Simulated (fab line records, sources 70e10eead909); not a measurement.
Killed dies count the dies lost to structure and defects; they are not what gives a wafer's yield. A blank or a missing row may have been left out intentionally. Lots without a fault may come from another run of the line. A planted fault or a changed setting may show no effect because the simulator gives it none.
Which of the tools did it? ; flow nandHarc ; 6 lots with 18 wafers sampled at 5 steps, on a route of 1302 steps

WHAT THE GAUGES READ, wafer by wafer
NHARC_END_SORT_01.
lot;measured;on;killedAtOther
L431;day 26 07:42;prober-02;3 4 3
L433;day 26 07:50;prober-01;0 1 2
L444;day 30 03:42;prober-01;0 0 0
L446;day 31 13:26;prober-02;5 0 5
L448;day 32 08:52;prober-01;1 0 0

WHICH TOOL RAN EACH LOT (tool, then ch and the chambers of the sampled wafers, then the start)
lot;NHARC_P_M1_ETCH_35;NHARC_P_M1_PRE_CLEAN_30;NHARC_P_M1_PVD_20;NHARC_P_M2_SOFTBAKE_04
L431;rieDiel-08 ch 0,2,3, day 7 06:25;pvdSputter-01, day 7 09:00 or earlier;pvdSputter-01, day 7 09:00 or earlier;lithoTrack-06 ch 0, day 7 09:00
L433;rieDiel-07 ch 0,1,3, day 8 10:25;pvdSputter-01, day 8 13:00 or earlier;pvdSputter-01, day 8 13:00 or earlier;lithoTrack-01 ch 0, day 8 13:00
L441;rieDiel-07 ch 0,1,3, day 11 00:15;pvdSputter-01, day 11 03:00 or earlier;pvdSputter-01, day 11 03:00 or earlier;lithoTrack-06 ch 0, day 11 03:00
L444;rieDiel-08 ch 0,3, day 12 07:59;pvdSputter-03, day 12 11:00 or earlier;pvdSputter-03, day 12 11:00 or earlier;lithoTrack-04 ch 0, day 12 11:00
L446;rieDiel-08 ch 0,1,3, day 13 06:37;pvdSputter-02, day 13 10:00 or earlier;pvdSputter-02, day 13 10:00 or earlier;lithoTrack-06 ch 0, day 13 10:00
L448;rieDiel-08 ch 0,2, day 14 01:31;pvdSputter-01, day 14 04:00 or earlier;pvdSputter-01, day 14 04:00 or earlier;lithoTrack-04 ch 0, day 14 04:00
- NHARC_P_M1_ETCH_35: etches the open film in N2/H2, target depth 40 nm, overetch 12 nm, time 43.94 s.
- NHARC_P_M1_PRE_CLEAN_30: time 30 s.
- NHARC_P_M1_PVD_20: deposits TaN, target thk 5 nm, time 8.06 s.
- NHARC_P_M2_SOFTBAKE_04: time 55 s.

THE ANSWER, worked out from the rows above alone
Rule: the usual values come from the lots themselves. Put in order of their means at a reading, lots are off if they are a third of the lots or fewer, leave a main group of 4 or more, and stand apart from it by a gap of 3 or more times the standard deviation of the main group's means; of several such gaps the widest counts. A main group whose means are all the same, to the digits that the tables above print for the reading, isn't used. A lot without any number at a reading at which 4 lots or more have one is off too. The other lots that the step has rows for count as sound.
No lot is off at any reading shown: from this, nothing can be told.

WHAT THE SIMULATOR HAD PUT IN
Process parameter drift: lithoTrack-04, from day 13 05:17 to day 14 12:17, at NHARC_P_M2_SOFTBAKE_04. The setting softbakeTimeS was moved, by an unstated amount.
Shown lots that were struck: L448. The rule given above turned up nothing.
